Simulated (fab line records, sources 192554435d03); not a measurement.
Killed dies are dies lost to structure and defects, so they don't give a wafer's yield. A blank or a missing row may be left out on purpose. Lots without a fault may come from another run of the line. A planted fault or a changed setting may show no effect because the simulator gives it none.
fab line records | flow n5_finfet
record lots=24 wafers=72 last_day=18
route steps=1938 shown PMOS_HMC_CHANNEL_EPI@67 FIN_SAQP@98
lots that met no fault: from a run of the same line without faults
start_h: hours from the record's first day to the start of the lot's first wafer shown | wait_h: hours since the lot's step before | " the same as in the row above | L1.1+2: a row that stands for several wafers | - no value, or no start given | * or withheld: withheld | < > ~ a bound
route shown NAME@n: a module of which the file shows steps, and the number in the route of the first | usual: mean/standard deviation of fault-free wafers | same: alike in all rows | chamber/n: place in a boat | sites: the reading at each site | _std_site: their standard deviation | _edge_site: outer sites' mean less inner sites' | radius_mm: how far each site lies from the wafer's centre | mask NAME#n: copy n | behind: the tool/chamber that last shaped the wafer | hold: why the lot was held/for how many hours/how that ended | device: the transistor (n, p or np) that didn't switch | end of line: the same wafers' tests at the end of the route | a step without rows: its recipe alone | killed: dies lost to structure and defects at the first sort, not the wafer's yield | map: a wafer's dies, x killed, . not, _ none there
set.NAME: the setting as run; set.NAME@STEP: as run at that earlier step | model.NAME: the simulator's own value behind a step, which no gauge read
steps of the route over a sample of lots; a table a step, a row a wafer
services: from which hour (start_h, from the record's first day; less than 0 if before it) a tool's chamber was out of use, for how many hours, and why
## steps
# step N5_PMOS_HMC_CHANNEL_EPI_INSPECT_11
# recipe mode=adi inspect_instrument=macro
# usual raw_defect_count=2.0/1.5
# columns lot.wafer tool chamber start_h wait_h raw_defect_count
L074.2 defect_inspect-01 - 17.49 0.0 1
L074.3 " - " " 1
L074.6 " - " " 2
L075.3 defect_inspect-02 - 23.26 0.0 3
L075.4 " - " " 2
L075.5 " - " " 2
L076.1 defect_inspect-02 - 29.15 0.0 2
L076.2 " - " " 5
L076.5 " - " " 3
L077.2 defect_inspect-02 - 35.25 0.0 3
L077.4 " - " " 2
L077.5 " - " " 1
L078.2 defect_inspect-02 - 41.14 0.0 1
L078.5 " - " " 1
L078.6 " - " " 6
L079.2 defect_inspect-02 - 47.79 0.0 5
L079.3 " - " " 2
L079.4 " - " " 0
L080.1 defect_inspect-01 - 53.98 0.0 1
L080.2 " - " " 1
L080.6 " - " " 1
L081.2 defect_inspect-02 - 59.73 0.0 4
L081.3 " - " " 2
L081.4 " - " " 1
L082.1 defect_inspect-02 - 65.54 0.0 1
L082.2 " - " " 1
L082.4 " - " " 2
L083.1 defect_inspect-01 - 71.68 0.0 2
L083.2 " - " " 2
L083.5 " - " " 3
L084.1 defect_inspect-02 - 77.18 0.0 2
L084.3 " - " " 0
L084.5 " - " " 3
L085.3 defect_inspect-01 - 83.19 0.0 2
L085.5 " - " " 2
L085.6 " - " " 3
L086.1 defect_inspect-01 - 89.05 0.0 1
L086.4 " - " " 2
L086.5 " - " " 2
L087.1 defect_inspect-01 - 95.30 0.0 1
L087.5 " - " " 4
L087.6 " - " " 4
L088.1 defect_inspect-01 - 100.99 0.0 4
L088.2 " - " " 5
L088.4 " - " " 3
L089.2 defect_inspect-01 - 107.04 0.0 2
L089.4 " - " " 2
L089.5 " - " " 3
L090.1 defect_inspect-02 - 113.50 0.0 4
L090.4 " - " " 0
L090.6 " - " " 1
L091.1 defect_inspect-01 - 119.21 0.0 1
L091.2 " - " " 4
L091.4 " - " " 2
L092.3 defect_inspect-02 - 125.32 0.0 2
L092.5 " - " " 3
L092.6 " - " " 1
L093.4 defect_inspect-02 - 131.26 0.0 3
L093.5 " - " " 1
L093.6 " - " " 1
L094.2 defect_inspect-01 - 137.53 0.0 0
L094.4 " - " " 1
L094.5 " - " " 1
L095.1 defect_inspect-02 - 143.26 0.0 0
L095.3 " - " " 2
L095.6 " - " " 2
L096.1 defect_inspect-02 - 149.18 0.0 1
L096.2 " - " " 4
L096.4 " - " " 4
L097.1 defect_inspect-02 - 155.72 0.0 1
L097.4 " - " " 2
L097.6 " - " " 0
# step N5_PMOS_HMC_CHANNEL_EPI_STRIP_33
# recipe chemistry=N2/H2 power_w=500 temp_c=40 pressure_mtorr=50 rf_frequency_hz=6e+07 overash_fraction=0.3 bias_power_w=8 h2_frac=0.5 n2_flow_sccm=300 h2_flow_sccm=300
# usual drypump_motor_current_A=5.8/0.61 oes_product_au=0.77/0.1 rf_vpp_V=54.4/1.6 showerhead_plenum_p_Torr=3.41/0.12 throttle_valve_pct=19.0/0.31
# columns lot.wafer tool chamber start_h wait_h drypump_motor_current_A oes_product_au rf_hours_counter_h rf_vpp_V showerhead_plenum_p_Torr throttle_valve_pct
L074.2 rie_diel-04 3 17.66 0.0 5.5 0.70 216 52.2 3.47 18.8
L074.3 " 1 " " 4.7 0.74 191 51.2 3.48 19.0
L074.6 " 3 " " 5.5 0.70 - 50.7 3.47 18.8
L075.3 rie_diel-06 1 23.53 0.0 6.8 0.74 - 54.6 3.51 19.6
L075.4 " 0 " " 5.9 0.69 - 54.3 3.48 19.2
L075.5 " 0 " " 5.9 0.68 - 53.6 3.48 19.3
L076.1 rie_diel-06 3 29.87 0.0 6.0 0.81 97 52.6 3.40 18.7
L076.2 " 2 " " 5.5 0.67 227 53.4 3.34 18.7
L076.5 " 3 " " 6.0 0.81 - 55.3 3.40 18.7
L077.2 rie_diel-03 2 35.58 0.0 5.1 0.73 178 54.1 3.21 18.8
L077.4 " 2 " " 5.1 0.73 - 54.0 3.21 18.7
L077.5 " 3 " " 6.2 0.70 - 56.7 3.20 19.2
L078.2 rie_diel-03 3 41.31 0.0 6.2 0.69 229 52.4 3.20 19.2
L078.5 " 0 " " 5.8 0.70 - 54.1 3.17 18.8
L078.6 " 1 " " 5.4 0.78 - 57.2 3.52 19.5
L079.2 rie_diel-06 1 47.98 0.0 6.8 0.73 167 51.0 3.50 19.5
L079.3 " 3 " " 6.0 0.81 103 55.5 3.40 18.8
L079.4 " 0 " " 5.9 0.67 237 56.1 3.47 19.2
L080.1 rie_diel-04 2 54.15 0.0 5.4 0.70 242 54.5 3.17 19.3
L080.2 " 1 " " 4.7 0.72 208 55.5 3.47 19.0
L080.6 " 2 " " 5.4 0.70 - 54.4 3.17 19.2
L081.2 rie_diel-06 1 59.90 0.0 6.8 0.73 170 54.5 3.50 19.6
L081.3 " 0 " " 5.9 0.68 240 54.8 3.47 19.3
L081.4 " 3 " " 6.0 0.81 106 53.5 3.40 18.8
L082.1 rie_diel-06 0 65.70 0.0 5.9 0.66 242 55.5 3.47 19.2
L082.2 " 1 " " 6.8 0.72 172 52.8 3.50 19.6
L082.4 " 3 " " 6.0 0.81 108 53.5 3.40 18.7
L083.1 rie_diel-04 3 72.15 0.0 5.5 0.69 239 55.5 3.46 18.9
L083.2 " 2 " " 5.4 0.69 249 53.2 3.17 19.2
L083.5 " 3 " " 5.5 0.68 - 54.0 3.46 18.8
L084.1 rie_diel-03 1 77.36 0.0 5.4 0.77 153 54.4 3.52 19.5
L084.3 " 3 " " 6.2 0.67 241 53.2 3.19 19.2
L084.5 " 3 " " 6.2 0.69 - 51.2 3.19 19.2
L085.3 rie_diel-04 0 83.36 0.0 6.4 0.93 7 56.6 3.43 18.8
L085.5 " 0 " " 6.4 0.95 - 54.3 3.43 18.8
L085.6 " 3 " " 5.5 0.68 - 58.1 3.46 18.9
L086.1 rie_diel-06 3 89.59 0.0 6.0 0.80 113 54.7 3.39 18.8
L086.4 " 1 " " 6.8 0.72 179 55.3 3.50 19.6
L086.5 " 0 " " 5.9 0.66 - 56.2 3.46 19.2
L087.1 rie_diel-06 3 95.47 0.0 6.0 0.80 115 55.0 3.40 18.8
L087.5 " 1 " " 6.8 0.72 - 55.9 3.49 19.6
L087.6 " 3 " " 6.0 0.81 - 55.3 3.39 18.8
L088.1 rie_diel-04 3 101.33 0.0 5.5 0.67 250 51.9 3.45 18.9
L088.2 " 1 " " 4.7 0.72 226 54.0 3.46 19.1
L088.4 " 0 " " 6.4 0.94 13 56.9 3.42 18.8
L089.2 rie_diel-04 1 107.21 0.0 4.7 0.71 228 56.6 3.46 19.0
L089.4 " 2 " " 5.4 0.97 - 55.5 3.57 18.9
L089.5 " 0 " " 6.4 0.93 - 54.7 3.42 18.8
L090.1 rie_diel-06 3 113.67 0.0 6.0 0.81 121 55.9 3.39 18.8
L090.4 " 0 " " 5.9 1.01 - 56.8 3.46 18.8
L090.6 " 3 " " 5.9 0.81 - 55.0 3.39 18.8
L091.1 rie_diel-06 0 119.38 0.0 5.9 0.98 3 54.5 3.46 18.8
L091.2 " 3 " " 6.0 0.80 124 51.4 3.39 18.8
L091.4 " 3 " " 6.0 0.80 - 53.4 3.39 18.8
L092.3 rie_diel-04 1 125.57 0.0 4.7 0.71 234 53.8 3.46 19.0
L092.5 " 1 " " 4.7 0.72 - 55.1 3.46 19.1
L092.6 " 0 " " 6.4 0.92 - 54.9 3.42 18.8
L093.4 rie_diel-03 3 131.54 0.0 6.3 0.96 - 53.2 3.59 18.8
L093.5 " 1 " " 5.4 0.77 - 53.9 3.51 19.5
L093.6 " 2 " " 5.1 0.71 - 56.6 3.19 18.8
L094.2 rie_diel-04 3 137.98 0.0 5.5 0.93 8 56.1 3.45 18.5
L094.4 " 0 " " 6.5 0.91 25 54.0 3.41 18.9
L094.5 " 1 " " 4.7 0.72 - 54.9 3.45 19.1
L095.1 rie_diel-03 3 143.43 0.0 6.3 0.93 7 55.7 3.59 18.8
L095.3 " 2 " " 5.1 0.71 213 52.8 3.19 18.8
L095.6 " 2 " " 5.1 0.69 - 54.1 3.19 18.8
L096.1 rie_diel-06 2 149.34 0.0 5.5 0.93 7 52.8 3.32 18.4
L096.2 " 3 " " 6.0 0.76 134 51.6 3.38 18.8
L096.4 " 0 " " 5.9 0.94 13 53.0 3.46 18.8
L097.1 rie_diel-06 3 156.28 0.0 6.0 0.79 136 52.5 3.38 18.8
L097.4 " 1 " " 6.8 0.71 202 57.0 3.48 19.6
L097.6 " 2 " " 5.5 0.93 - 52.9 3.32 18.4
# step N5_PMOS_HMC_CHANNEL_EPI_ETCH_38
# recipe chemistry=CF4 target=SiO2 target_depth_a=15 ion_energy_ev=350 pressure_mtorr=10 icp_w=800 bias_w=400 cf4_flow_sccm=80
# usual drypump_motor_current_A=5.8/0.35 he_backside_leak_sccm=2.64/0.27 oes_product_au=1.011/0.017 rf_fwd_power_W=784/4.6 throttle_valve_pct=21.81/0.28
# columns lot.wafer tool chamber start_h wait_h drypump_motor_current_A he_backside_leak_sccm oes_product_au rf_fwd_power_W rf_hours_counter_h throttle_valve_pct
L074.2 rie_si-03 0 17.96 0.0 5.5 2.44 1.038 794 79 21.22
L074.3 " 1 " " 5.7 2.52 1.012 781 8 21.86
L074.6 " 3 " " 5.4 2.67 0.998 782 - 21.71
L075.3 rie_si-04 1 23.83 0.0 5.2 2.69 1.027 793 128 21.81
L075.4 " 2 " " 6.0 3.05 1.034 784 198 22.04
L075.5 " 3 " " 6.0 2.69 1.030 781 - 21.73
L076.1 rie_si-03 0 30.17 0.0 5.5 2.41 1.020 798 79 21.24
L076.2 " 1 " " 5.7 2.47 1.009 781 8 21.86
L076.5 " 3 " " 5.4 2.54 0.999 780 - 21.73
L077.2 rie_si-04 0 35.89 0.0 5.9 2.95 0.984 782 4 22.07
L077.4 " 1 " " 5.2 2.76 1.023 788 128 21.80
L077.5 " 0 " " 5.9 3.06 0.996 781 - 22.07
L078.2 rie_si-02 0 41.61 0.0 6.3 2.44 1.014 785 112 21.59
L078.5 " 0 " " 6.3 2.43 1.003 783 - 21.57
L078.6 " 3 " " 6.6 2.60 1.013 787 - 21.85
L079.2 rie_si-03 0 48.28 0.0 5.5 2.45 1.029 794 79 21.23
L079.3 " 2 " " 6.0 2.37 1.013 779 141 22.23
L079.4 " 1 " " 5.7 2.51 1.018 783 8 21.87
L080.1 rie_si-04 3 54.45 0.0 5.9 2.38 1.027 784 201 21.73
L080.2 " 2 " " 6.1 3.20 1.023 786 199 22.06
L080.6 " 1 " " 5.2 2.63 1.026 788 - 21.80
L081.2 rie_si-04 2 60.20 0.0 6.0 3.15 1.027 785 199 22.04
L081.3 " 1 " " 5.2 2.70 1.026 793 129 21.81
L081.4 " 3 " " 6.0 2.51 1.026 784 201 21.74
L082.1 rie_si-04 3 66.01 0.0 6.0 2.54 1.027 779 201 21.74
L082.2 " 1 " " 5.2 2.78 1.021 791 129 21.79
L082.4 " 2 " " 6.0 2.90 1.020 790 199 22.05
L083.1 rie_si-03 2 72.45 0.0 5.9 2.40 1.015 779 142 22.22
L083.2 " 3 " " 5.4 2.52 1.018 783 164 21.74
L083.5 " 0 " " 5.5 2.44 1.030 789 - 21.24
L084.1 rie_si-02 2 77.66 0.0 6.1 2.94 1.017 785 125 21.50
L084.3 " 1 " " 5.2 2.55 0.988 778 101 21.90
L084.5 " 3 " " 6.5 2.56 1.007 784 - 21.84
L085.3 rie_si-03 0 83.66 0.0 5.5 2.54 1.031 789 80 21.23
L085.5 " 2 " " 6.0 2.45 1.001 778 - 22.24
L085.6 " 3 " " 5.4 2.54 0.989 780 - 21.71
L086.1 rie_si-04 1 89.89 0.0 5.2 2.74 1.033 782 129 21.82
L086.4 " 0 " " 5.9 2.89 0.983 782 - 22.08
L086.5 " 1 " " 5.2 2.74 1.032 789 - 21.81
L087.1 rie_si-03 3 95.77 0.0 5.4 2.54 0.997 776 165 21.71
L087.5 " 3 " " 5.4 2.57 1.005 780 - 21.73
L087.6 " 2 " " 6.0 2.39 1.005 785 - 22.21
L088.1 rie_si-02 1 101.63 0.0 5.2 2.56 1.007 779 101 21.91
L088.2 " 2 " " 6.0 2.96 1.024 785 125 21.52
L088.4 " 3 " " 6.6 2.59 1.024 784 54 21.85
L089.2 rie_si-03 1 107.51 0.0 5.7 2.56 1.009 785 9 21.86
L089.4 " 3 " " 5.4 2.58 1.004 778 165 21.72
L089.5 " 0 " " 5.5 2.55 1.021 792 - 21.21
L090.1 rie_si-04 3 113.97 0.0 6.0 2.44 0.992 784 0 21.63
L090.4 " 1 " " 5.2 2.85 1.040 788 130 21.80
L090.6 " 3 " " 5.9 2.42 0.983 782 - 21.62
L091.1 rie_si-03 1 119.68 0.0 5.7 2.52 1.018 781 10 21.87
L091.2 " 2 " " 6.0 2.45 1.006 779 142 22.22
L091.4 " 3 " " 5.5 2.49 1.004 781 165 21.73
L092.3 rie_si-04 1 125.88 0.0 5.2 2.71 1.022 788 130 21.81
L092.5 " 2 " " 6.0 2.67 1.007 789 - 22.04
L092.6 " 1 " " 5.2 2.78 1.023 788 - 21.79
L093.4 rie_si-04 3 131.83 0.0 5.9 2.49 0.985 785 1 21.62
L093.5 " 2 " " 6.0 2.87 1.003 780 - 22.02
L093.6 " 3 " " 5.9 2.48 0.985 784 - 21.62
L094.2 rie_si-03 0 138.29 0.0 5.5 2.43 1.033 788 81 21.21
L094.4 " 1 " " 5.7 2.62 1.017 784 10 21.86
L094.5 " 1 " " 5.6 2.49 1.021 777 - 21.86
L095.1 rie_si-03 2 143.73 0.0 6.0 2.27 1.011 781 143 22.23
L095.3 " 3 " " 5.4 2.55 1.003 780 165 21.72
L095.6 " 2 " " 6.0 2.48 1.026 777 - 22.23
L096.1 rie_si-04 3 149.65 0.0 5.9 2.20 0.990 780 1 21.62
L096.2 " 0 " " 5.9 2.87 0.979 781 6 22.07
L096.4 " 2 " " 6.0 2.91 0.995 785 1 22.02
L097.1 rie_si-02 2 156.59 0.0 6.0 2.82 1.009 783 126 21.50
L097.4 " 0 " " 6.2 2.25 1.007 784 114 21.59
L097.6 " 3 " " 6.6 2.63 1.027 786 - 21.86
# step N5_PMOS_HMC_CHANNEL_EPI_INSPECT_30
# recipe inspect_instrument=darkfield mode=post_epi
# usual raw_defect_count=19/6.6
# columns lot.wafer tool chamber start_h wait_h raw_defect_count
L074.2 defect_inspect-02 - 20.72 0.0 15
L074.3 " - " " 19
L074.6 " - " " 20
L075.3 defect_inspect-02 - 26.24 0.0 24
L075.4 " - " " 23
L075.5 " - " " 20
L076.1 defect_inspect-01 - 32.49 0.0 24
L076.2 " - " " 15
L076.5 " - " " 14
L077.2 defect_inspect-02 - 38.19 0.0 13
L077.4 " - " " 38
L077.5 " - " " 8
L078.2 defect_inspect-01 - 43.91 0.0 26
L078.5 " - " " 8
L078.6 " - " " 14
L079.2 defect_inspect-02 - 50.58 0.0 11
L079.3 " - " " 14
L079.4 " - " " 23
L080.1 defect_inspect-02 - 56.96 0.0 20
L080.2 " - " " 25
L080.6 " - " " 19
L081.2 defect_inspect-02 - 62.50 0.0 23
L081.3 " - " " 34
L081.4 " - " " 21
L082.1 defect_inspect-02 - 68.31 0.0 33
L082.2 " - " " 17
L082.4 " - " " 20
L083.1 defect_inspect-01 - 74.85 0.0 21
L083.2 " - " " 16
L083.5 " - " " 33
L084.1 defect_inspect-02 - 79.97 0.0 10
L084.3 " - " " 12
L084.5 " - " " 16
L085.3 defect_inspect-01 - 86.09 0.0 9
L085.5 " - " " 13
L085.6 " - " " 17
L086.1 defect_inspect-01 - 92.20 0.0 16
L086.4 " - " " 16
L086.5 " - " " 22
L087.1 defect_inspect-02 - 98.47 0.0 10
L087.5 " - " " 14
L087.6 " - " " 12
L088.1 defect_inspect-01 - 104.19 0.0 16
L088.2 " - " " 13
L088.4 " - " " 19
L089.2 defect_inspect-01 - 110.21 0.0 26
L089.4 " - " " 27
L089.5 " - " " 18
L090.1 defect_inspect-02 - 116.29 0.0 22
L090.4 " - " " 18
L090.6 " - " " 11
L091.1 defect_inspect-01 - 121.98 0.0 14
L091.2 " - " " 16
L091.4 " - " " 16
L092.3 defect_inspect-01 - 128.18 0.0 20
L092.5 " - " " 12
L092.6 " - " " 10
L093.4 defect_inspect-02 - 134.24 0.0 15
L093.5 " - " " 15
L093.6 " - " " 16
L094.2 defect_inspect-01 - 140.88 0.0 37
L094.4 " - " " 22
L094.5 " - " " 20
L095.1 defect_inspect-02 - 147.23 0.0 15
L095.3 " - " " 28
L095.6 " - " " 23
L096.1 defect_inspect-01 - 153.12 0.0 17
L096.2 " - " " 17
L096.4 " - " " 17
L097.1 defect_inspect-02 - 159.91 0.0 23
L097.4 " - " " 16
L097.6 " - " " 25
# step N5_FIN_SAQP_PECVD_47
# recipe material=a-Si target_thk_a=450 temp_c=400 precursor=SiH4/He pressure_torr=3 rf_w=100 time_s=36.3
# usual heater_power_w=850/110 rf_fwd_power_W=98.8/0.39 showerhead_plenum_p_Torr=5.69/0.047 throttle_valve_pct=18.7/0.8
# columns lot.wafer tool chamber start_h wait_h heater_power_w rf_fwd_power_W showerhead_plenum_p_Torr throttle_valve_pct
L074.2 pecvd-01 2 21.41 0.0 809 98.7 5.71 18.0
L074.3 " 0 " " 707 98.2 5.60 19.4
L074.6 " 2 " " 804 98.5 5.72 17.9
L075.3 pecvd-01 2 26.93 0.0 843 98.8 5.71 17.8
L075.4 " 1 " " 833 98.3 5.73 20.3
L075.5 " 2 " " 861 98.4 5.70 17.8
L076.1 pecvd-02 0 33.15 0.0 755 98.5 5.74 17.8
L076.2 " 1 " " 1012 99.0 5.70 18.7
L076.5 " 0 " " 788 98.5 5.74 18.3
L077.2 pecvd-03 1 38.94 0.0 1026 98.3 5.64 18.6
L077.4 " 0 " " 821 99.3 5.70 18.1
L077.5 " 1 " " 1023 98.4 5.62 19.1
L078.2 pecvd-01 1 44.67 0.0 825 99.1 5.71 20.2
L078.5 " 2 " " 883 99.3 5.70 17.8
L078.6 " 1 " " 865 98.7 5.73 20.6
L079.2 pecvd-03 1 51.24 0.0 1063 98.1 5.63 18.6
L079.3 " 0 " " 860 99.1 5.71 17.7
L079.4 " 1 " " 1073 98.3 5.63 18.8
L080.1 pecvd-01 1 58.01 0.0 864 98.2 5.72 20.4
L080.2 " 0 " " 610 98.4 5.62 19.2
L080.6 " 0 " " 626 98.3 5.60 18.9
L081.2 pecvd-02 2 63.21 0.1 800 99.2 5.71 18.0
L081.3 " 1 " " 901 99.1 5.72 18.7
L081.4 " 0 " " 832 98.5 5.74 17.8
L082.1 pecvd-02 1 69.08 0.0 1008 98.6 5.71 18.8
L082.2 " 0 " " 871 98.9 5.73 18.1
L082.4 " 2 " " 808 99.5 5.72 18.4
L083.1 pecvd-02 1 75.51 0.0 1051 99.5 5.71 19.2
L083.2 " 0 " " 825 98.7 5.72 17.9
L083.5 " 2 " " 740 99.2 5.72 18.3
L084.1 pecvd-03 2 80.82 0.0 868 99.1 5.61 18.4
L084.3 " 1 " " 915 98.0 5.62 18.7
L084.5 " 2 " " 859 98.7 5.63 18.2
L085.3 pecvd-02 2 86.83 0.0 714 99.3 5.72 18.4
L085.5 " 2 " " 739 99.3 5.72 18.2
L085.6 " 1 " " 1000 99.2 5.72 19.2
L086.1 pecvd-03 1 95.70 0.0 1097 98.9 5.61 18.7
L086.4 " 0 " " 903 98.7 5.71 17.9
L086.5 " 1 " " 1065 98.4 5.63 19.0
L087.1 pecvd-01 2 100.10 0.0 846 99.1 5.69 17.9
L087.5 " 0 " " 621 98.4 5.61 19.1
L087.6 " 2 " " 838 98.6 5.71 17.9
L088.1 pecvd-02 0 104.95 0.0 827 98.8 5.73 17.9
L088.2 " 1 " " 948 98.9 5.71 18.9
L088.4 " 1 " " 966 99.1 5.71 18.9
L089.2 pecvd-02 0 110.87 0.0 862 98.7 5.71 17.9
L089.4 " 2 " " 818 98.5 5.71 18.1
L089.5 " 1 " " 1028 98.6 5.72 18.9
L090.1 pecvd-03 0 117.06 0.0 869 99.1 5.70 18.0
L090.4 " 0 " " 859 99.0 5.69 17.9
L090.6 " 1 " " 1002 98.2 5.61 18.6
L091.1 pecvd-02 1 122.83 0.0 1022 99.3 5.70 19.2
L091.2 " 0 " " 886 98.9 5.74 17.9
L091.4 " 0 " " 860 98.4 5.74 18.1
L092.3 pecvd-02 1 128.97 0.0 954 98.8 5.71 19.1
L092.5 " 2 " " 747 99.3 5.71 18.2
L092.6 " 0 " " 786 99.0 5.74 18.2
L093.4 pecvd-01 1 134.94 0.1 819 98.3 5.72 20.5
L093.5 " 2 " " 910 98.9 5.72 17.6
L093.6 " 0 " " 590 98.3 5.62 19.2
L094.2 pecvd-01 2 141.55 0.0 798 98.8 5.71 17.7
L094.4 " 2 " " 783 98.8 5.72 18.0
L094.5 " 0 " " 720 98.5 5.62 19.2
L095.1 pecvd-01 0 147.94 0.0 714 98.6 5.62 18.8
L095.3 " 2 " " 834 98.6 5.72 18.0
L095.6 " 2 " " 863 98.5 5.71 17.8
L096.1 pecvd-03 1 154.81 0.0 988 98.3 5.63 18.9
L096.2 " 0 " " 937 99.3 5.71 18.2
L096.4 " 0 " " 937 99.3 5.70 17.8
L097.1 pecvd-03 2 160.73 0.0 821 99.3 5.62 18.5
L097.4 " 0 " " 925 99.1 5.70 18.3
L097.6 " 2 " " 833 99.4 5.62 18.1
# step N5_FIN_SAQP_THK_MEAS_07
# usual thk_nm=60.1/0.81
# columns lot.wafer tool chamber start_h wait_h thk_nm
L074.2 film_metro-01 - 21.58 0.1 60.5
L074.3 " - " " 59.6
L074.6 " - " " 60.5
L075.3 film_metro-01 - 27.10 0.1 59.7
L075.4 " - " " 60.0
L075.5 " - " " 60.7
L076.1 film_metro-01 - 33.39 0.1 59.2
L076.2 " - " " 59.6
L076.5 " - " " 59.8
L077.2 film_metro-01 - 39.11 0.1 59.3
L077.4 " - " " 59.5
L077.5 " - " " 60.8
L078.2 film_metro-02 - 44.84 0.1 58.7
L078.5 " - " " 61.3
L078.6 " - " " 60.0
L079.2 film_metro-02 - 51.43 0.1 58.9
L079.3 " - " " 59.1
L079.4 " - " " 60.3
L080.1 film_metro-02 - 58.25 0.1 58.0
L080.2 " - " " 58.4
L080.6 " - " " 59.2
L081.2 film_metro-02 - 63.38 0.1 58.9
L081.3 " - " " 60.2
L081.4 " - " " 60.5
L082.1 film_metro-02 - 69.25 0.1 60.6
L082.2 " - " " 60.0
L082.4 " - " " 59.9
L083.1 film_metro-02 - 75.68 0.1 61.1
L083.2 " - " " 59.7
L083.5 " - " " 60.5
L084.1 film_metro-02 - 80.99 0.1 60.9
L084.3 " - " " 60.1
L084.5 " - " " 61.3
L085.3 film_metro-01 - 87.01 0.1 59.0
L085.5 " - " " 60.1
L085.6 " - " " 60.4
L086.1 film_metro-02 - 95.87 0.1 59.3
L086.4 " - " " 60.1
L086.5 " - " " 59.5
L087.1 film_metro-02 - 100.27 0.1 59.6
L087.5 " - " " 61.7
L087.6 " - " " 61.3
L088.1 film_metro-02 - 105.12 0.1 60.0
L088.2 " - " " 60.4
L088.4 " - " " 61.4
L089.2 film_metro-02 - 111.04 0.1 60.8
L089.4 " - " " 60.1
L089.5 " - " " 61.1
L090.1 film_metro-02 - 117.23 0.1 58.6
L090.4 " - " " 59.8
L090.6 " - " " 60.5
L091.1 film_metro-01 - 123.00 0.1 61.0
L091.2 " - " " 60.2
L091.4 " - " " 61.0
L092.3 film_metro-01 - 129.15 0.1 60.2
L092.5 " - " " 59.7
L092.6 " - " " 60.8
L093.4 film_metro-01 - 135.09 0.0 60.2
L093.5 " - " " 60.0
L093.6 " - " " 60.5
L094.2 film_metro-02 - 141.72 0.1 59.8
L094.4 " - " " 61.2
L094.5 " - " " 61.1
L095.1 film_metro-01 - 148.11 0.1 60.3
L095.3 " - " " 59.9
L095.6 " - " " 61.1
L096.1 film_metro-01 - 154.98 0.1 60.9
L096.2 " - " " 60.0
L096.4 " - " " 61.3
L097.1 film_metro-01 - 160.90 0.1 59.9
L097.4 " - " " 60.4
L097.6 " - " " 61.3
## services
# columns tool chamber start_h hours kind
rie_diel-03 1 -2.60 1.6 repair
rie_diel-04 3 5.25 3.1 repair
rie_diel-06 2 9.83 5.2 repair
pecvd-02 - 12.25 15.2 repair
rie_diel-03 1 14.80 20.7 repair
rie_diel-06 3 16.53 11.1 repair
rie_diel-04 2 18.00 33.3 repair
rie_diel-03 3 20.93 10.8 repair
pecvd-03 2 21.91 5.2 repair
rie_diel-06 2 22.53 1.3 repair
pecvd-02 0 43.65 5.7 repair
rie_si-02 - 49.31 14.6 pm
pecvd-01 - 58.70 5.5 pm
rie_diel-03 1 59.88 17.3 repair
pecvd-03 - 61.32 3.0 repair
rie_diel-03 2 70.11 5.4 repair
pecvd-01 - 101.96 2.1 repair
rie_diel-06 3 104.73 4.3 repair
rie_si-04 3 105.30 6.4 repair
rie_si-04 2 111.45 2.5 repair
rie_si-02 2 133.76 5.6 repair
rie_si-03 3 147.08 9.5 repair
rie_si-03 - 152.46 0.6 repair
pecvd-01 - 160.34 2.7 repair
## key
fault none
